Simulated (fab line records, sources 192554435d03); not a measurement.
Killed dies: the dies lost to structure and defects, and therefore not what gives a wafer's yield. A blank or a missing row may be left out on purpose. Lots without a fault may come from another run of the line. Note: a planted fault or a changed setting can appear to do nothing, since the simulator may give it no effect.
Problem report in the 8D (eight disciplines) form, filled by code -- flow n5_finfet -- the parts of the form that need people (team, actions taken, sign-off) are left out

== 1. WHAT IS WRONG ==
Wafers without a fault read 149.9 nm, standard deviation 2.5; trench_depth_nm at N5_BEOL_M9_OCD_MEAS_38 reads a mean of 120.9 nm on 4 wafers belonging to 3 lots. Measured from the usual mean, that is -12 standard deviations.
Earliest sighting: wafer L342.2 on ocd-02 at day 12 21:19. The record has a number at this step for 28 wafers belonging to 10 lots. Rule for "out", or "out of limits": more than 4 standard deviations from the usual mean. All remaining wafers that have a number are taken as sound.

== 2. WHAT IT IS, WHAT IT ISN'T ==
question,is,is not
which readings at this step,trench_depth_nm,-
which lots,"L342, L343, L346","L332, L336, L337, L349, L351, L352, L354"
which wafers of those lots,"L342.2, L342.3, L343.2, L346.2","L343.1, L346.5, L346.6"
read on which gauges,"ocd-01, ocd-02",-
when,from day 12 21:19,"up to then (9 sound wafers); but 15 sound wafers of L343, L346, L349, L351, L352, L354 came after"

== 3. WHAT RULES OUT EACH SUSPECT ==
Counting: a tool at a process step up to the reading stays a suspect if it ran every lot that is out. Sound lots after the first of them don't rule it out here, since some wafers of a struck lot are sound.
- the gauge at N5_BEOL_M9_OCD_MEAS_38 has been ruled out. Those wafers that are out were read across 2 gauges (ocd-01, ocd-02).
- pvd_sputter-01 at N5_BEOL_M9_HM_DEP_02 (deposits TiN, target thk 20 nm): kept. It ran every lot that is out, first L342 (day 12 17:37); its last sound lot up to then is L337 (day 11 05:13).
- rie_diel-05 at N5_BEOL_M9_STRIP_67 (strips in CF4): kept. It ran every lot that is out, first L342 (day 12 18:28); its last sound lot up to then is L336 (day 10 13:10).
The count leaves rie_diel-05 at N5_BEOL_M9_STRIP_67 and pvd_sputter-01 at N5_BEOL_M9_HM_DEP_02.

== 4. THE CAUSE (what the simulator had put in) ==
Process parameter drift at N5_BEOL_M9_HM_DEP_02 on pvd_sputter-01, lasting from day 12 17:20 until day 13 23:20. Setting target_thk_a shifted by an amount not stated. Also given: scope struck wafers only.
Counting left 2 suspects, and this tool is among them.

== 5. THE EFFECT CHAIN, in route order ==
One row per reading whose mean, taken over the struck wafers that have a number, lies over 3 standard deviations from the usual. Scope: only readings with a usual standard deviation given in the record; hours: median across lots of the time from each lot's start at the first step in this table that gives one to its start at this step; sigmas: change in usual standard deviations.
hours,step,reading,usual,on struck wafers,change,sigmas
0,N5_BEOL_M9_OCD_MEAS_38,trench_depth_nm,149.9 nm,120.9,-29.0,-12
64,N5_PASSIVATION_PROBE_49,defect_limited_yield,91.0 %,73.3,-17.7,-14
64,N5_PASSIVATION_PROBE_49,killed_at_M4_up,14,233,+219,+39
64,N5_PASSIVATION_PROBE_49,killed_dies,107,315,+208,+14
64,N5_PASSIVATION_PROBE_49,killed_on_rim,15,32,+17,+3.8
64,N5_PASSIVATION_PROBE_49,sort_bin_5_function,5.3 %,23.3,+18.0,+20
64,N5_PASSIVATION_PROBE_49,sort_n_pass,1073,865,-208,-14
64,N5_PASSIVATION_PROBE_49,sort_yield_pct,91.0 %,73.3,-17.7,-14
The process steps in it:
- N5_PASSIVATION_PROBE_49

== 6. WHAT WOULD HAVE CAUGHT IT SOONER ==
The first out-of-limits reading at a measuring or inspecting step in this record came at day 12 21:19, 4 hours after the fault's start at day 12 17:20.
Tool readings at N5_BEOL_M9_HM_DEP_02 with a usual standard deviation given in the record: none out on any struck wafer, hence no alarm at a limit of 4 standard deviations on them.
Of the lots that are out (3), L343, L346 began N5_BEOL_M9_HM_DEP_02 on pvd_sputter-01 after day 12 21:19. A hold on the tool at that time would have spared those 2.
